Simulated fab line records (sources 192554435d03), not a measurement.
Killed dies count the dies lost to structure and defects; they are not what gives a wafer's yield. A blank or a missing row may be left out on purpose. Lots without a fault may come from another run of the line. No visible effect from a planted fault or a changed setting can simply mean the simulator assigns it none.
Matching of chambers | flow n5-finfet | pecvd-04 running N5_BEOL_M4_DEP_57: 3 sister chambers
The step deposits SiCN from 3MS/NH3, target thk 8 nm, time 14 s. 16 wafers are shown with their chamber, then 8 later ones without.

## EACH WAFER AND ITS CHAMBER
wafer  | chamber | showerhead-plenum-p-Torr (Torr) | throttle-valve-pct (%)
L077.2 | 0       | 3.675                           | 9.0
L077.3 | 2       | 3.650                           | 8.9
L077.6 | 1       | 3.664                           | 9.2
L078.2 | 1       | 3.680                           | 8.8
L078.3 | 2       | 3.652                           | 8.6
L078.5 | 1       | 3.677                           | 9.2
L085.4 | 0       | 3.680                           | 9.3
L085.5 | 2       | 3.649                           | 8.4
L085.6 | 1       | 3.672                           | 9.5
L087.2 | 0       | 3.676                           | 9.2
L087.5 | 1       | 3.682                           | 9.1
L087.6 | 2       | 3.648                           | 8.5
L088.1 | 0       | 3.661                           | 9.1
L088.2 | 2       | 3.638                           | 8.6
L088.6 | 2       | 3.648                           | 8.7
L086.1 | 0       | 3.671                           | 9.3

SIGNATURES (means of the wafers above)
reading                  | chamber 0 | chamber 1 | chamber 2 | scatter within a chamber
showerhead-plenum-p-Torr | 3.67260   | 3.67500   | 3.64750   | 0.00643
throttle-valve-pct       | 9.180     | 9.160     | 8.617     | 0.19
Rule: a wafer lies at a distance from a chamber equal to the root of the sum of squares, over the readings, of (its reading less the chamber's mean, divided by the reading's scatter). If the next closest chamber is less than 2 further off than the closest, the wafer can't be placed; otherwise it belongs to the closest. The scatter: the root of (the sum of the squares of (reading less its chamber's mean) over the shown wafers, divided by (wafers less chambers)).

## WAFERS WITH NO CHAMBER GIVEN
wafer  | showerhead-plenum-p-Torr (Torr) | throttle-valve-pct (%)
L086.3 | 3.675                           | 9.4
L086.4 | 3.675                           | 9.0
L093.1 | 3.645                           | 9.0
L093.3 | 3.674                           | 9.2
L093.4 | 3.653                           | 8.7
L097.2 | 3.668                           | 9.0
L097.3 | 3.646                           | 8.7
L097.6 | 3.657                           | 8.9

## EACH ONE'S CHAMBER
wafer  | from the rows above          | in truth
L086.3 | can't be placed: 0 or 1      | 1
L086.4 | can't be placed: 1 or 0      | 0
L093.1 | 2                            | 2
L093.3 | can't be placed: 0 or 1      | 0
L093.4 | 2                            | 2
L097.2 | can't be placed: 0 or 1      | 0
L097.3 | 2                            | 2
L097.6 | can't be placed: 2 or 0 or 1 | 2
Correct placement for 3 of the 8. Cannot be placed on the basis of these rows: 5; the candidates contain the true chamber in 5. Placed wrongly: 0.
